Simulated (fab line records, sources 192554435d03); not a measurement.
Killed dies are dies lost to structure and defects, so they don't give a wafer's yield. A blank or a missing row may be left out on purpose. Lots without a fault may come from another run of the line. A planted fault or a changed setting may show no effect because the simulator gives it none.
A struck lot beside a sound one | flow n5_finfet | 37 steps out of a route of 1938
Sound: wafers L161.2, L161.4, L161.5. Struck: wafers L160.1, L160.2, L160.6. The cause comes at the end.
At each step with rows: each side's tool, then ch and its chambers, then its first start. Under that, the readings that differ: sound wafers | struck wafers | difference of the means | sigmas: that difference in standard deviations of wafers without a fault.
alike: readings whose means differ by less than 2 such deviations, and words and numbers that are the same on both sides. not compared: withheld readings, readings that some wafer has no value for, bounds like >300 that may hide the same value, and numbers for which the record gives no deviation and whose values overlap.
The two part at a step that has a row with sigmas, a row that says differs or no value, or rows on one side only. Numbers that don't overlap but have no deviation are shown without sigmas and don't part them. A reading that every wafer of one side lacks parts them only if that side has two wafers or more.

first, 9 steps without rows for these wafers: N5_WELL_APT_DESCUM_30 (chemistry O2, time 7.9 s); N5_WELL_APT_IMPLANT_31; N5_WELL_APT_IMPLANT_32; N5_WELL_APT_STRIP_33 (strips in SPM, time 900 s); N5_WELL_APT_RTA_34 (time 10 s); N5_WELL_APT_OXIDE_STRIP_42 (strips SiO2 in dHF, time 45 s, target depth 12 nm); N5_WELL_APT_PRECLEAN_36 (cleans in O3/DIW, time 45 s); N5_WELL_APT_PRECLEAN_39 (cleans in dHF, time 60 s); N5_WELL_APT_SRD_37 (time 30 s).
N5_WELL_APT_EPI_41: deposits Si from SiH4/H2, target thk 50 nm, time 297.7 s.
  sound on epi_rpcvd-01 ch 0, day 6 04:25; struck on epi_rpcvd-04 ch 0, day 5 22:23
  reading                                 | sound             | struck            | difference | sigmas
  lamp_inner_pct (%)                      | 14.1 14.2 14.0    | 10.8 10.6 10.8    | -3.4       | -2
  run_length_s (s)                        | 363.8 362.6 363.5 | 544.0 544.1 543.6 | +180.6     | +64
  model.Si_of_WELL_APT_EPI_41.thk_nm (nm) | 49.96 50.41 49.78 | 80.79 80.55 81.06 | +30.75     |
  alike: chamber_pressure_Torr, susceptor_temp_C_max, throttle_valve_pct
then, 24 steps without rows for these wafers: N5_PMOS_HMC_CHANNEL_EPI_HM_DEP_34 (deposits SiO2 from TEOS/O2, target thk 36 nm, time 6.9 s); N5_PMOS_HMC_CHANNEL_EPI_COAT_31 (time 60 s, resist thk 66 nm); N5_PMOS_HMC_CHANNEL_EPI_COAT_03 (resist thk 205 nm); N5_PMOS_HMC_CHANNEL_EPI_EBR_05; N5_PMOS_HMC_CHANNEL_EPI_SOFTBAKE_04 (time 60 s); N5_PMOS_HMC_CHANNEL_EPI_EXPOSE_06 (exposes mask PMOS HMC BLK, target cd 240 nm); N5_PMOS_HMC_CHANNEL_EPI_PEB_07 (peb time 60 s); N5_PMOS_HMC_CHANNEL_EPI_DEVELOP_08 (develop time 30 s); N5_PMOS_HMC_CHANNEL_EPI_DESCUM_14 (chemistry O2, time 7.9 s); N5_PMOS_HMC_CHANNEL_EPI_ETCH_32 (etches BARC in N2/H2, stops on SiO2, target depth 85.8 nm, time 50.3 s); N5_PMOS_HMC_CHANNEL_EPI_HM_OPEN_15 (chemistry CHF3/O2, target SiO2, target depth 40.6 nm, time 20.3 s); N5_PMOS_HMC_CHANNEL_EPI_STRIP_33 (strips in N2/H2); N5_PMOS_HMC_CHANNEL_EPI_STRIP_17 (strips in SPM, time 750 s); N5_PMOS_HMC_CHANNEL_EPI_ETCH_38 (etches SiO2 in CF4, target depth 1.5 nm); N5_PMOS_HMC_CHANNEL_EPI_FIN_RECESS_16 (chemistry HBr/Cl2, target Si, target depth 54 nm, time 18 s); N5_PMOS_HMC_CHANNEL_EPI_PRECLEAN_36 (cleans in O3/DIW, time 45 s); N5_PMOS_HMC_CHANNEL_EPI_PRECLEAN_18 (cleans in DHF, time 30 s); N5_PMOS_HMC_CHANNEL_EPI_SRD_19 (time 30 s); N5_PMOS_HMC_CHANNEL_EPI_EPI_20 (deposits SiGe30, target thk 59 nm); N5_PMOS_HMC_CHANNEL_EPI_HM_STRIP_35 (strips SiO2 in dHF, material SiO2, target depth 39.6 nm, time 216 s); N5_PMOS_HMC_CHANNEL_EPI_SRD_39 (time 30 s); N5_PMOS_HMC_CHANNEL_EPI_CMP_21 (polishes SiGe30, target thk 54 nm); N5_PMOS_HMC_CHANNEL_EPI_PRECLEAN_40 (cleans in DHF, time 30 s); N5_PMOS_HMC_CHANNEL_EPI_PRECLEAN_37 (cleans in O3/DIW, time 45 s).
N5_SD_EPI_N_STRIP_18: strips in SPM, time 750 s.
  sound on wet_bench-05 ch 1,3,4, day 7 15:10; struck on wet_bench-04 ch 0,1,2, day 7 08:19
  reading                                 | sound     | struck         | difference | sigmas
  model.Si_of_WELL_APT_EPI_41.thk_nm (nm) | 9 8.4 8.2 | 39.4 38.4 38.8 | +30.3      |
-- the record jumps here: 7 days lie between the struck wafers' starts before and after (it left off in module SD_EPI_N and takes up again in module BEOL_M4, whose first step shown is number 1111 of the route) --
N5_BEOL_M4_RC_MEAS_101:
  sound on prober-02 ch 0, day 14 11:38; struck on prober-01 ch 0, day 13 20:25
  reading            | sound             | struck            | difference | sigmas
  CJ_N               | 4.18 4.35 4.27    | 2.58 2.57 2.61    | -1.68      | -20
  CJ_P               | 5.89 5.98 6.03    | 2.25 2.25 2.24    | -3.72      | -21
  DIBL_N (mV/V)      | 38.0 36.5 35.3    | 52.9 53.2 64.5    | +20.3      | +13
  DIBL_P (mV/V)      | 39.4 36.9 35.1    | 43.3 39.2 44.9    | +5.3       | +3
  IOFF_N (nA/um)     | 0.20 0.16 0.13    | 1.64 1.67 4.81    | +2.54      | +79
  IOFF_N_85C (nA/um) | 3.7 3.1 2.6       | 22.2 22.7 55.1    | +30.2      | +57
  IOFF_N_LIN (nA/um) | 0.092 0.074 0.064 | 0.178 0.182 0.301 | +0.144     | +12
  IOFF_P (nA/um)     | 0.27 0.23 0.19    | 0.56 0.33 0.59    | +0.26      | +6
  IOFF_P_85C (nA/um) | 4.5 3.9 3.4       | 8.3 5.3 8.5       | +3.4       | +6
  ION_N (uA/um)      | 691 666 668       | 697 705 713       | +30        | +2
  RS_NWELL (ohm/sq)  | 1038 1039 1032    | 975 976 971       | -62        | -9
  RS_PWELL (ohm/sq)  | 3027 3043 3028    | 2371 2373 2401    | -651       | -30
  SS_N (mV/dec)      | 71.1 72.3 71.1    | 92.4 91.3 104.0   | +24.4      | +38
  SS_P (mV/dec)      | 73.8 73.1 73.3    | 79.0 75.1 78.3    | +4.1       | +6
  alike: ION_P, VT_N, VT_P
-- the record jumps here: 4 days lie between the struck wafers' starts before and after (it left off in module BEOL_M4 and takes up again in module PASSIVATION, whose first step shown is number 1936 of the route) --
N5_PASSIVATION_PROBE_49:
  sound on prober-02, day 18 17:49; struck on prober-01, day 18 06:42
  reading                | sound          | struck            | difference | sigmas
  sort_bin_4_leakage (%) | 0 0 0          | 89.58 91.27 90.93 | +90.59     |
  sort_n_pass            | 1093 1074 1101 | 0 0 0             | -1089      | -73
  sort_yield_pct (%)     | 92.6 91.0 93.3 | 0 0 0             | -92        | -77
  alike: defect_limited_yield, killed_at_M0_to_M3, killed_at_M4_up, killed_at_contacts, killed_at_front_end, killed_at_other, killed_dies, killed_open, killed_short, sort_bin_5_function, sort_bin_6_memory

WHERE THEY PART
First at N5_WELL_APT_EPI_41; last, within this record, at N5_PASSIVATION_PROBE_49.

WHY: what the simulator had put in
Process parameter drift: epi_rpcvd-04, from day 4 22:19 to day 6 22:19, at N5_WELL_APT_EPI_41. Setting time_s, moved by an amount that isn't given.
